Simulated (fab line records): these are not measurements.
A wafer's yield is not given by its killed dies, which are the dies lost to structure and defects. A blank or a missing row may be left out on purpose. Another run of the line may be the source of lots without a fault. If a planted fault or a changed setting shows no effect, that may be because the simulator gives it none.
8D (eight disciplines) problem report, filled in by code / flow n5Finfet / the parts of the form that need people (team, actions taken, sign-off) are left out

## 1. WHAT WENT WRONG
Wafers without a fault read 0.78 a.u., standard deviation 0.086; oesProductAu at N5_BEOL_M9_VIA_ETCH_34 reads a mean of 0.29 a.u. on 3 wafers belonging to 2 lots. That puts it -5.7 standard deviations away from the usual mean.
The step: etches SiCOH lowk in C4F6/O2, target depth 182.4 nm, time 68.4 s.
The first sign was on wafer L233.1 at day 13 21:49, on rieDiel-05. At this step, 23 wafers from 8 lots have a number in the record. The rule behind "out" and "out of limits": a value lying over 4 standard deviations away from the usual mean. The rest of the wafers with a number are treated as sound.

## 2. WHAT IT IS, WHAT IT ISN'T
question=which readings at this step | is=oesProductAu | is not=drypumpMotorCurrentA, oes_f_703_au, rfVppV, showerheadPlenumPTorr, throttleValvePct
question=which lots | is=L233, L238 | is not=L222, L223, L224, L240, L243, L244
question=which wafers of those lots | is=L233.1, L233.5, L238.5 | is not=L233.3, L238.6
question=read on which tools | is=rieDiel-04, rieDiel-05 | is not=rieDiel-03
question=when | is=from day 13 21:49 | is not=up to then (10 sound wafers); but 10 sound wafers of L238, L240, L243, L244 came after

## 3. THE SUSPECTS, EACH WITH WHAT RULES IT OUT
Counting: any tool at a process step up to the reading remains a suspect provided it ran every lot that is out. Sound lots after the first of them don't rule it out here, since some wafers of a struck lot are sound.
- pvdSputter-02 at N5_BEOL_M9_HM_DEP_02 (deposits TiN, target thk 20 nm): kept. Every lot that is out went through it, the first being L233 (day 13 19:23); the last sound lot it ran before that was L222 (day 10 22:00).
The count leaves pvdSputter-02 at N5_BEOL_M9_HM_DEP_02.

## 4. THE CAUSE (what the simulator had put in)
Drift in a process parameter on pvdSputter-02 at N5_BEOL_M9_HM_DEP_02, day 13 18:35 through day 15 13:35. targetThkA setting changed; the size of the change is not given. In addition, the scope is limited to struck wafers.
This tool alone remained once counting was done.

## 5. SEQUENCE OF EFFECTS, ordered by route
Each row: a reading whose mean over the struck wafers that have a number lies more than 3 standard deviations from the usual. Only readings for which the record gives a usual standard deviation are gone through. hours: the time from each lot's start at the first step in this table that gives one to its start at this step, as a median over the lots. sigmas: the change in usual standard deviations.
hours=0; step=N5_BEOL_M9_VIA_ETCH_34; reading=oesProductAu; usual=0.78 a.u.; on struck wafers=0.29; change=-0.49; sigmas=-5.7
hours=58; step=N5_PASSIVATION_PROBE_49; reading=defectLimitedYield; usual=91.4 %; on struck wafers=0.0; change=-91.4; sigmas=-61
hours=58; step=N5_PASSIVATION_PROBE_49; reading=killed_at_M4_up; usual=13; on struck wafers=1099; change=+1086; sigmas=+99 or more
hours=58; step=N5_PASSIVATION_PROBE_49; reading=killedDies; usual=101; on struck wafers=1180; change=+1079; sigmas=+60
hours=58; step=N5_PASSIVATION_PROBE_49; reading=killedOnRim; usual=13; on struck wafers=152; change=+139; sigmas=+34
hours=58; step=N5_PASSIVATION_PROBE_49; reading=sort_bin_5_function; usual=5.0 %; on struck wafers=97.1; change=+92.1; sigmas=+92
hours=58; step=N5_PASSIVATION_PROBE_49; reading=sortNPass; usual=1079; on struck wafers=0; change=-1079; sigmas=-60
hours=58; step=N5_PASSIVATION_PROBE_49; reading=sortYieldPct; usual=91.4 %; on struck wafers=0.0; change=-91.4; sigmas=-61
Its process steps:
- N5_BEOL_M9_VIA_ETCH_34: etches SiCOH lowk in C4F6/O2, target depth 182.4 nm, time 68.4 s.
- N5_PASSIVATION_PROBE_49
Readings that are blank on the struck wafers while sound wafers have them: trenchDepthNm at N5_BEOL_M9_OCD_MEAS_38; cdNm at N5_BEOL_M9_CD_MEAS_35.

## 6. HOW IT WOULD HAVE BEEN CAUGHT EARLIER
First out-of-limits reading in this record: day 13 21:49, which is 3 hours after fault onset at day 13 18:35.
Tool readings at N5_BEOL_M9_HM_DEP_02 with a usual standard deviation given in the record: none out on any struck wafer, hence no alarm at a limit of 4 standard deviations on them.
Lots out: 2; of these, L238 started N5_BEOL_M9_HM_DEP_02 on pvdSputter-02 after day 13 21:49. It would have been spared by a hold on the tool at that moment.
